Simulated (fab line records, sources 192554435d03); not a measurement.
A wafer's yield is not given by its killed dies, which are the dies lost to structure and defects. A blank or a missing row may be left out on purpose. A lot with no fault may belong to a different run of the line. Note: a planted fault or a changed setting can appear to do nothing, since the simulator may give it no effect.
fab line records	flow n5-finfet
record lots=7	wafers=21
route steps=1938 shown PMOS_HMC_CHANNEL_EPI@63 FIN_SAQP@125 DUMMY_GATE@222 SD_EPI_N@268
start-h: start of the lot's first displayed wafer, in hours after the record's first day	wait-h: how many hours have passed since the lot's step before this one	" identical to the entry in the row above	L1.1+2: one row covering several wafers at once	- no value present, or no start provided	* or withheld: withheld	< > ~ a bound
route shown NAME@n: a module of which the file shows steps, and the number in the route of the first	usual: the fault-free wafers' mean and standard deviation	same: alike in all rows	chamber/n: place in a boat	sites: the reading at each site	_std_site: the standard deviation of these	_edge_site: mean of outer sites minus mean of inner sites	radius-mm: how far each site lies from the wafer's centre	mask NAME#n: copy n	behind: the last tool/chamber to shape the wafer	hold: what put the lot on hold/how long, in hours/how the hold closed	device: whichever transistor did not switch (one of n, p or np)	end of line: tests of these same wafers at the route's end	a step without rows: its recipe alone	killed: dies lost to structure and defects at the first sort, not the wafer's yield	map: dies across one wafer; x = killed, . = not, _ = none there
set.NAME: the setting the step ran with; set.NAME@STEP: the setting that earlier step ran with	model.NAME: the simulator's own value behind a step, which no gauge read
lots run with intentionally changed settings; tables by step, rows by wafer
## steps
# step N5_PMOS_HMC_CHANNEL_EPI_PEB_07
# recipe peb-temp-c=110	peb-time-s=60	resist=CAR-ArF-block
lot.wafer	tool	chamber	start-h	wait-h	set.peb-temp-c
L081.1+2	litho-track-02	0	65.36	0.1	110
L081.3	"	0	"	"	106.6
L082.2+4+6	litho-track-01	0	65.57	0.0	110
L083.3+4+6	litho-track-01	0	71.27	0.0	110
L086.1	litho-track-01	0	89.52	0.1	110
L086.2+3	"	0	"	"	111.9
L087.1+2+3	litho-track-01	0	95.37	0.1	110
L088.1+4	litho-track-01	0	101.12	0.1	111
L088.6	"	0	"	"	110
L090.2	litho-track-02	0	113.35	0.0	110
L090.4+6	"	0	"	"	108.7
# step N5_PMOS_HMC_CHANNEL_EPI_DEVELOP_08
# recipe develop-time-s=30	developer=TMAH	resist=CAR-ArF-block	dev-temp-c=23	rinse-liquid=diw	dry=air-spin
lot.wafer	tool	chamber	start-h	wait-h	set.develop-time-s
L081.1	litho-track-02	0	-	-	23.66
L081.2+3	"	0	"	"	30
L082.2+4+6	litho-track-01	0	-	-	30
L083.3+4	litho-track-01	0	-	-	25.31
L083.6	"	0	"	"	30
L086.1	litho-track-01	0	-	-	33.05
L086.2+3	"	0	"	"	30
L087.1+2+3	litho-track-01	0	-	-	30
L088.1+6	litho-track-01	0	-	-	35.43
L088.4	"	0	"	"	30
L090.2+4+6	litho-track-02	0	-	-	30
# step N5_PMOS_HMC_CHANNEL_EPI_CD_MEAS_09
# recipe target-cd-nm=237.4	landing-energy-ev=500	detector=se-inlens
# usual cd-nm=237.4/1
lot.wafer	tool	chamber	start-h	wait-h	set.peb-temp-c@PMOS_HMC_CHANNEL_EPI_PEB_07	cd-nm
L081.1	cd-sem-03	0	65.43	-	110	235.4
L081.2	"	0	"	"	110	238.0
L081.3	"	0	"	"	106.6	226.6
L082.2	cd-sem-01	0	65.64	-	110	237.1
L082.4	"	0	"	"	110	237.3
L082.6	"	0	"	"	110	238.5
L083.3	cd-sem-01	0	71.34	-	110	235.4
L083.4	"	0	"	"	110	236.7
L083.6	"	0	"	"	110	238.8
L086.1	cd-sem-01	0	89.59	-	110	240.0
L086.2	"	0	"	"	111.9	244.7
L086.3	"	0	"	"	111.9	244.0
L087.1	cd-sem-03	0	95.44	-	110	237.5
L087.2	"	0	"	"	110	237.5
L087.3	"	0	"	"	110	238.0
L088.1	cd-sem-02	0	101.19	-	111	242.1
L088.4	"	0	"	"	111	240.8
L088.6	"	0	"	"	110	240.2
L090.2	cd-sem-03	0	113.42	-	110	237.8
L090.4	"	0	"	"	108.7	234.8
L090.6	"	0	"	"	108.7	235.4
# step N5_PMOS_HMC_CHANNEL_EPI_DESCUM_14
# recipe chemistry=O2	time-s=7.9	source-power-w=50	bias-power-w=20	pressure-mtorr=20	rf-frequency-hz=2.712e+07	temp-c=40	resist=CAR-ArF-block	o2-flow-sccm=225
lot.wafer	tool	chamber	start-h	wait-h	set.peb-temp-c@PMOS_HMC_CHANNEL_EPI_PEB_07	set.develop-time-s@PMOS_HMC_CHANNEL_EPI_DEVELOP_08	model.PMOS_HMC_CHANNEL_EPI.cd-nm
L081.1	rie-diel-06	2	65.56	0.1	110	23.66	235.5
L081.2	"	3	"	"	110	30	238.3
L081.3	"	0	"	"	106.6	30	226.6
L082.2	rie-diel-04	1	65.73	0.0	110	30	237
L082.4	"	3	"	"	110	30	237.3
L082.6	"	3	"	"	110	30	238.3
L083.3	rie-diel-02	3	71.43	0.0	110	25.31	235.4
L083.4	"	1	"	"	110	25.31	236.5
L083.6	"	0	"	"	110	30	239.1
L086.1	rie-diel-06	1	89.67	0.0	110	33.05	239.8
L086.2	"	0	"	"	111.9	30	244.6
L086.3	"	2	"	"	111.9	30	244.1
L087.1+2+3	rie-diel-04	2,0,3	95.52	0.0	110	30	237.7
L088.1	rie-diel-02	0	101.39	0.2	111	35.43	241.9
L088.4	"	2	"	"	111	30	240.5
L088.6	"	0	"	"	110	35.43	239.8
L090.2	rie-diel-04	2	113.62	0.1	110	30	237.9
L090.4	"	3	"	"	108.7	30	234.6
L090.6	"	3	"	"	108.7	30	235.2
# step N5_FIN_SAQP_SPACER1_ALD_24
# recipe material=SiO2	target-thk-a=203	temp-c=300	ald-precursor-family=BDEAS	ald-co-reactant=O2-plasma	pulse-time-s=1	purge-time-s=2	co-reactant-purge-time-s=2	ald-cycles=218	pressure-torr=2
lot.wafer	tool	chamber	start-h	wait-h	set.ald-cycles	model.SiO2_of_FIN_SAQP_SPACER1_ALD_24.thk-nm
L082.2+4+6	ald-sin-01	0,2,0	71.96	0.4	218	20.2
L081.1	ald-sin-03	1	73.21	1.3	218	20.6
L081.2	"	0	"	"	218	20.4
L081.3	"	2	"	"	206	19.2
L083.3	ald-sin-01	2	77.18	0.1	218	20.2
L083.4	"	3	"	"	218	20.4
L083.6	"	3	"	"	203	18.8
L086.1	ald-sin-04	1	103.45	3.6	218	20.4
L086.2+3	"	2,3	"	"	218	20.2
L087.1	ald-sin-03	0	105.81	0.3	245	22.8
L087.2+3	"	2,3	"	"	218	20.2
L088.1	ald-sin-01	2	108.01	0.3	218	20.4
L088.4+6	"	3,0	"	"	191	17.8
L090.2+4	ald-sin-04	1,2	120.63	0.4	218	20.2
L090.6	"	3	"	"	192	18
# step N5_FIN_SAQP_SPACER1_ETCHBACK_25
# recipe chemistry=CHF3/O2	mode=anisotropic-etchback	target=SiO2	target-depth-a=244	time-s=12.2	pressure-mtorr=30	source-w=650	bias-w=170	Ar_flow_sccm=200	CHF3_flow_sccm=50	O2_flow_sccm=5	ion-energy-ev=200
# step N5_FIN_SAQP_MANDREL1_REMOVE_56
# recipe chemistry=HBr/Cl2/O2	bt-time-s=10	target=a-Si	stop-on=SiNx	endpoint=OES-SiCl	over-etch-frac=1	icp-w=600	bias-w=22	HBr_flow_sccm=150	Cl2_flow_sccm=80	O2_flow_sccm=5	pressure-mtorr=10
lot.wafer	tool	chamber	start-h	wait-h	set.ald-cycles@FIN_SAQP_SPACER1_ALD_24	model.FIN_SAQP.cd-nm
L082.2+6	rie-si-05	3	72.76	0.1	218	20.2
L082.4	"	0	"	"	218	20
L081.1	rie-si-05	3	74.41	0.1	218	20.6
L081.2	"	0	"	"	218	20.2
L081.3	"	2	"	"	206	19.2
L083.3+4	rie-si-02	1,3	78.03	0.1	218	20.4
L083.6	"	0	"	"	203	18.8
L086.1+2	rie-si-02	0,2	104.26	0.1	218	20.4
L086.3	"	3	"	"	218	20.2
L087.1	rie-si-05	2	106.70	0.1	245	22.8
L087.2	"	1	"	"	218	20.2
L087.3	"	3	"	"	218	20
L088.1	rie-si-02	1	108.82	0.1	218	20.4
L088.4	"	0	"	"	191	17.8
L088.6	"	2	"	"	191	18
L090.2+4	rie-si-03	3,2	121.44	0.1	218	20.2
L090.6	"	1	"	"	192	18
# step N5_FIN_SAQP_CD_MEAS_27
# recipe target-cd-nm=20	landing-energy-ev=1000	detector=se-inlens	polarity=line
# usual cd-nm=20.35/0.24
lot.wafer	tool	chamber	start-h	wait-h	set.ald-cycles@FIN_SAQP_SPACER1_ALD_24	cd-nm
L082.2	cd-sem-02	0	72.87	0.1	218	20.69
L082.4	"	0	"	"	218	20.35
L082.6	"	0	"	"	218	19.84
L081.1	cd-sem-03	0	74.52	0.1	218	20.48
L081.2	"	0	"	"	218	20.12
L081.3	"	0	"	"	206	19.47
L083.3	cd-sem-01	0	78.14	0.1	218	20.14
L083.4	"	0	"	"	218	20.25
L083.6	"	0	"	"	203	18.67
L086.1	cd-sem-02	0	104.37	0.1	218	20.23
L086.2	"	0	"	"	218	20.24
L086.3	"	0	"	"	218	20.61
L087.1	cd-sem-01	0	106.81	0.1	245	23.26
L087.2	"	0	"	"	218	20.35
L087.3	"	0	"	"	218	20.39
L088.1	cd-sem-01	0	108.93	0.1	218	20.81
L088.4	"	0	"	"	191	18.07
L088.6	"	0	"	"	191	17.94
L090.2	cd-sem-01	0	121.55	0.1	218	19.79
L090.4	"	0	"	"	218	20.64
L090.6	"	0	"	"	192	18.02
# step N5_FIN_SAQP_COAT_68
# recipe resist=SOC	temp-c=250	time-s=60	spin-rpm=1500	resist-thk-nm=100
lot.wafer	tool	chamber	start-h	wait-h	set.spin-rpm	model.SOC_of_FIN_SAQP_COAT_68.thk-nm
L082.2	litho-track-01	0	73.57	0.3	1500	100.6
L082.4+6	"	0	"	"	1500	100
L081.1	litho-track-01	0	75.29	0.3	1500	100.2
L081.2+3	"	0	"	"	1500	100
L083.3	litho-track-03	0	78.88	0.2	1500	99.8
L083.4	"	0	"	"	1652	95.2
L083.6	"	0	"	"	1500	99.6
L086.1	litho-track-01	0	105.09	0.3	1500	100
L086.2	"	0	"	"	1500	100.4
L086.3	"	0	"	"	1630	96
L087.1	litho-track-05	0	107.62	0.3	1500	100.4
L087.2	"	0	"	"	1652	95
L087.3	"	0	"	"	1500	100.2
L088.1+6	litho-track-03	0	110.14	0.3	1500	99.8
L088.4	"	0	"	"	1500	99.6
L090.2+4	litho-track-01	0	123.17	0.3	1500	100
L090.6	"	0	"	"	1342	105.8
# step N5_DUMMY_GATE_COAT_34
# recipe resist=SOC	temp-c=250	time-s=60	spin-rpm=1500	resist-thk-nm=60
lot.wafer	tool	chamber	start-h	wait-h	set.spin-rpm	model.SOC_of_DUMMY_GATE_COAT_34.thk-nm
L081.1	litho-track-01	0	96.24	0.0	1500	60
L081.2	"	0	"	"	1665	57
L081.3	"	0	"	"	1500	60.2
L082.2+4+6	litho-track-02	0	100.14	0.0	1500	59.8
L083.3+6	litho-track-03	0	102.71	0.0	1500	60
L083.4	"	0	"	"	1578	58.4
L086.1+2	litho-track-01	0	126.97	0.0	1500	60.2
L086.3	"	0	"	"	1655	57.4
L087.1	litho-track-03	0	130.88	0.0	1420	61.8
L087.2	"	0	"	"	1500	60
L087.3	"	0	"	"	1420	62.2
L088.1+4	litho-track-02	0	133.71	0.0	1500	60
L088.6	"	0	"	"	1378	62.6
L090.2	litho-track-02	0	145.24	0.0	1367	63
L090.4	"	0	"	"	1500	60
L090.6	"	0	"	"	1500	60.2
# step N5_DUMMY_GATE_COAT_28
# recipe resist=underlayer	temp-c=205	time-s=60	spin-rpm=1500	resist-thk-nm=10
lot.wafer	tool	chamber	start-h	wait-h	set.spin-rpm	model.underlayer_of_DUMMY_GATE_COAT_28.thk-nm
L081.1	litho-track-01	0	-	-	1500	10
L081.2	"	0	"	"	1422	10.2
L081.3	"	0	"	"	1422	10.4
L082.2+4+6	litho-track-02	0	-	-	1500	10
L083.3+4+6	litho-track-03	0	-	-	1500	10
L086.1+3	litho-track-01	0	-	-	1500	10
L086.2	"	0	"	"	1393	10.4
L087.1+2+3	litho-track-03	0	-	-	1500	10
L088.1+4+6	litho-track-02	0	-	-	1500	10
L090.2+4+6	litho-track-02	0	-	-	1500	10
# step N5_DUMMY_GATE_COAT_09
# recipe resist=CAR-EUV	spin-rpm=1500	resist-thk-nm=30
# step N5_DUMMY_GATE_EBR_11
# recipe solvent=PGMEA	ebr-width-mm=1.5
# step N5_DUMMY_GATE_ETCH_29
# recipe chemistry=N2/H2	target=underlayer	target-depth-a=130	ion-energy-ev=200	pressure-mtorr=30	source-w=840	bias-w=150	n2-flow-sccm=200	h2-flow-sccm=200
# step N5_DUMMY_GATE_ETCH_36
# recipe chemistry=CF4	target=SiARC	target-depth-a=130	pressure-mtorr=40	source-w=545	bias-w=36	Ar_flow_sccm=100	cf4-flow-sccm=100	ion-energy-ev=80
# step N5_DUMMY_GATE_ETCH_37
# recipe chemistry=N2/H2	target=SOC	target-depth-a=600	overetch-a=300	temp-c=40	ion-energy-ev=200	pressure-mtorr=30	source-w=840	bias-w=150	n2-flow-sccm=200	h2-flow-sccm=200
lot.wafer	tool	chamber	start-h	wait-h	set.spin-rpm@DUMMY_GATE_COAT_34	model.etch.depth-nm
L081.1	rie-diel-06	1	96.78	0.0	1500	60.09
L081.2	"	3	"	"	1665	57.07
L081.3	"	2	"	"	1500	60.12
L082.2	rie-diel-02	3	100.81	0.0	1500	59.78
L082.4	"	1	"	"	1500	59.72
L082.6	"	1	"	"	1500	59.85
L083.3	rie-diel-04	2	103.38	0.0	1500	60
L083.4	"	3	"	"	1578	58.3
L083.6	"	3	"	"	1500	60.04
L086.1	rie-diel-06	0	127.64	0.0	1500	60.29
L086.2	"	3	"	"	1500	60.18
L086.3	"	1	"	"	1655	57.31
L087.1	rie-diel-02	3	131.42	0.0	1420	61.88
L087.2	"	1	"	"	1500	60.02
L087.3	"	2	"	"	1420	62.1
L088.1	rie-diel-02	1	134.45	0.0	1500	60.08
L088.4	"	2	"	"	1500	60.06
L088.6	"	0	"	"	1378	62.52
L090.2	rie-diel-06	2	145.78	0.0	1367	63.08
L090.4	"	3	"	"	1500	60.05
L090.6	"	0	"	"	1500	60.15
# step N5_DUMMY_GATE_STRIP_38
# recipe chemistry=N2/H2	temp-c=40	n2-flow-sccm=200	h2-flow-sccm=200	rf-frequency-hz=6e+07
# step N5_DUMMY_GATE_STRIP_39
# recipe chemistry=N2/H2	temp-c=40	n2-flow-sccm=200	h2-flow-sccm=200	rf-frequency-hz=6e+07
# step N5_DUMMY_GATE_STRIP_40
# recipe chemistry=CF4	resist=SiARC	power-w=300	bias-power-w=75	pressure-mtorr=50	cf4-flow-sccm=150	rf-frequency-hz=6e+07
# step N5_DUMMY_GATE_ETCH_31
# recipe chemistry=C4F6/O2	target=SiO2	mask-material=SOC	target-depth-a=825	time-s=27.5	ion-energy-ev=250	pressure-mtorr=30	source-w=345	bias-w=185	Ar_flow_sccm=300	C4F6_flow_sccm=10	O2_flow_sccm=10
lot.wafer	tool	chamber	start-h	wait-h	set.spin-rpm@DUMMY_GATE_COAT_34	model.SOC_of_DUMMY_GATE_COAT_34.thk-nm
L081.1+3	rie-diel-02	3,1	97.05	0.0	1500	51.6
L081.2	"	0	"	"	1665	49
L082.2	rie-diel-04	0	101.12	0.1	1500	51.6
L082.4+6	"	3,1	"	"	1500	51.4
L083.3	rie-diel-06	2	103.65	0.0	1500	52.2
L083.4	"	1	"	"	1578	50.2
L083.6	"	0	"	"	1500	51.8
L086.1	rie-diel-04	1	127.91	0.0	1500	51.8
L086.2	"	2	"	"	1500	52.2
L086.3	"	0	"	"	1655	49.2
L087.1	rie-diel-06	3	132.05	0.1	1420	53.4
L087.2	"	1	"	"	1500	52
L087.3	"	0	"	"	1420	53.8
L088.1	rie-diel-06	0	134.98	0.3	1500	51.8
L088.4	"	2	"	"	1500	52.4
L088.6	"	1	"	"	1378	54.4
L090.2	rie-diel-04	2	146.06	0.0	1367	55.2
L090.4+6	"	1	"	"	1500	51.6
# step N5_SD_EPI_N_PEB_07
# recipe peb-temp-c=110	peb-time-s=60	resist=CAR-ArF-block
lot.wafer	tool	chamber	start-h	wait-h	set.peb-temp-c
L081.1+3	litho-track-04	0	101.04	0.1	110
L081.2	"	0	"	"	111
L082.2+4+6	litho-track-05	0	105.04	0.0	110
L083.3+4	litho-track-04	0	105.72	0.0	110
L083.6	"	0	"	"	111
L086.1+2+3	litho-track-05	0	129.59	0.1	110
L087.1+2	litho-track-04	0	133.71	0.1	110
L087.3	"	0	"	"	107.2
L088.1+4	litho-track-05	0	136.61	0.1	110
L088.6	"	0	"	"	107.1
L090.2	litho-track-05	0	147.73	0.0	113.5
L090.4+6	"	0	"	"	110
# step N5_SD_EPI_N_DEVELOP_08
# recipe develop-time-s=30	developer=TMAH	resist=CAR-ArF-block	dev-temp-c=23	rinse-liquid=diw	dry=air-spin
# step N5_SD_EPI_N_CD_MEAS_09
# recipe target-cd-nm=120	landing-energy-ev=500	detector=se-inlens
# usual cd-nm=120.5/1.1
lot.wafer	tool	chamber	start-h	wait-h	set.peb-temp-c@SD_EPI_N_PEB_07	cd-nm
L081.1	cd-sem-03	0	101.11	-	110	120.8
L081.2	"	0	"	"	111	122.2
L081.3	"	0	"	"	110	119.4
L082.2	cd-sem-03	0	105.11	-	110	121.3
L082.4	"	0	"	"	110	122.0
L082.6	"	0	"	"	110	120.4
L083.3	cd-sem-01	0	105.78	-	110	119.9
L083.4	"	0	"	"	110	120.4
L083.6	"	0	"	"	111	124.1
L086.1	cd-sem-01	0	129.65	-	110	121.9
L086.2	"	0	"	"	110	120.3
L086.3	"	0	"	"	110	120.1
L087.1	cd-sem-01	0	133.78	-	110	120.9
L087.2	"	0	"	"	110	121.2
L087.3	"	0	"	"	107.2	114.3
L088.1	cd-sem-01	0	136.67	-	110	119.7
L088.4	"	0	"	"	110	120.8
L088.6	"	0	"	"	107.1	113.2
L090.2	cd-sem-01	0	147.80	-	113.5	128.7
L090.4	"	0	"	"	110	120.3
L090.6	"	0	"	"	110	119.9
## key
split step=N5_PMOS_HMC_CHANNEL_EPI_PEB_07	setting=peb-temp-c	stated=110	by=wafer
response step=N5_PMOS_HMC_CHANNEL_EPI_CD_MEAS_09	reading=cd-nm	change=+2.93	per=1%	r=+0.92
response step=N5_PMOS_HMC_CHANNEL_EPI_DESCUM_14	reading=model.PMOS_HMC_CHANNEL_EPI.cd-nm	change=+3.01	per=1%	r=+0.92
split step=N5_PMOS_HMC_CHANNEL_EPI_DEVELOP_08	setting=develop-time-s	stated=30	by=wafer
response step=N5_PMOS_HMC_CHANNEL_EPI_DESCUM_14	reading=model.PMOS_HMC_CHANNEL_EPI.cd-nm	slope=+0.135	per=1%	together-with=peb-temp-c@PMOS_HMC_CHANNEL_EPI_PEB_07	explained=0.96
split step=N5_FIN_SAQP_SPACER1_ALD_24	setting=ald-cycles	stated=218	by=wafer
response step=N5_FIN_SAQP_SPACER1_ALD_24	reading=model.SiO2_of_FIN_SAQP_SPACER1_ALD_24.thk-nm	change=+0.205	per=1%	r=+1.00
response step=N5_FIN_SAQP_MANDREL1_REMOVE_56	reading=model.FIN_SAQP.cd-nm	change=+0.206	per=1%	r=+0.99
response step=N5_FIN_SAQP_CD_MEAS_27	reading=cd-nm	change=+0.212	per=1%	r=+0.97
split step=N5_FIN_SAQP_COAT_68	setting=spin-rpm	stated=1500	by=wafer
response step=N5_FIN_SAQP_COAT_68	reading=model.SOC_of_FIN_SAQP_COAT_68.thk-nm	change=-0.503	per=1%	r=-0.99
split step=N5_DUMMY_GATE_COAT_34	setting=spin-rpm	stated=1500	by=wafer
response step=N5_DUMMY_GATE_COAT_34	reading=model.SOC_of_DUMMY_GATE_COAT_34.thk-nm	change=-0.301	per=1%	r=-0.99
response step=N5_DUMMY_GATE_ETCH_37	reading=model.etch.depth-nm	change=-0.302	per=1%	r=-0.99
response step=N5_DUMMY_GATE_ETCH_31	reading=model.SOC_of_DUMMY_GATE_COAT_34.thk-nm	change=-0.294	per=1%	r=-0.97
split step=N5_DUMMY_GATE_COAT_28	setting=spin-rpm	stated=1500	by=wafer
response step=N5_DUMMY_GATE_COAT_28	reading=model.underlayer_of_DUMMY_GATE_COAT_28.thk-nm	change=-0.0566	per=1%	r=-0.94
split step=N5_SD_EPI_N_PEB_07	setting=peb-temp-c	stated=110	by=wafer
response step=N5_SD_EPI_N_CD_MEAS_09	reading=cd-nm	change=+2.73	per=1%	r=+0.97
